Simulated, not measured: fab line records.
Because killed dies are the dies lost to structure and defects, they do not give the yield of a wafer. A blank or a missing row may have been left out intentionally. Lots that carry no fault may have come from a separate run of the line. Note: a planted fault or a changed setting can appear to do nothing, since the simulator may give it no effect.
Chamber matching    flow n5 finfet    N5_BEOL_M13_ETCH_59 on rie diel-05 has 4 sister chambers
The step etches BARC in N2/H2, target depth 89 nm, overetch 26.7 nm, time 67.9 s. 4 wafers are shown with their chamber, then 10 later ones without.

== WAFERS PAIRED WITH THEIR CHAMBERS ==
wafer   chamber  showerhead plenum p Torr (Torr)
L082.4  0        2.66
L088.1  2        2.52
L093.1  3        2.53
L093.2  1        2.41

== WAFERS WHOSE CHAMBER IS MISSING ==
wafer   showerhead plenum p Torr (Torr)
L093.3  2.52
L093.4  2.53
L093.5  2.41
L093.6  2.52
L095.4  2.52
L095.5  2.52
L095.6  2.65
L094.2  2.52
L094.3  2.41
L094.5  2.65

== WHICH CHAMBER EACH ONE RAN IN ==
wafer    from the rows above   in truth
L093.3   2                     2
L093.4   3                     3
L093.5   1                     1
L093.6   2                     2
L095.4   2                     2
L095.5   2                     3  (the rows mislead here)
L095.6   0                     0
L094.2   2                     2
L094.3   1                     1
L094.5   0                     0
9 of 10 placed correctly. Not placeable from these rows: 0. Number placed wrongly: 1.
How it was worked out, from the rows above alone: a wafer's distance from a chamber is the root of the sum, over the readings, of the square of ((its reading less the chamber's mean) divided by the reading's scatter). If the next closest chamber is less than 2 further off than the closest, the wafer can't be placed; otherwise it belongs to the closest. The mean given for a chamber averages the wafers shown for that chamber. The scatter: with one shown wafer a chamber, the root of the mean of the squares of how far each hidden wafer lies from its nearest shown one.
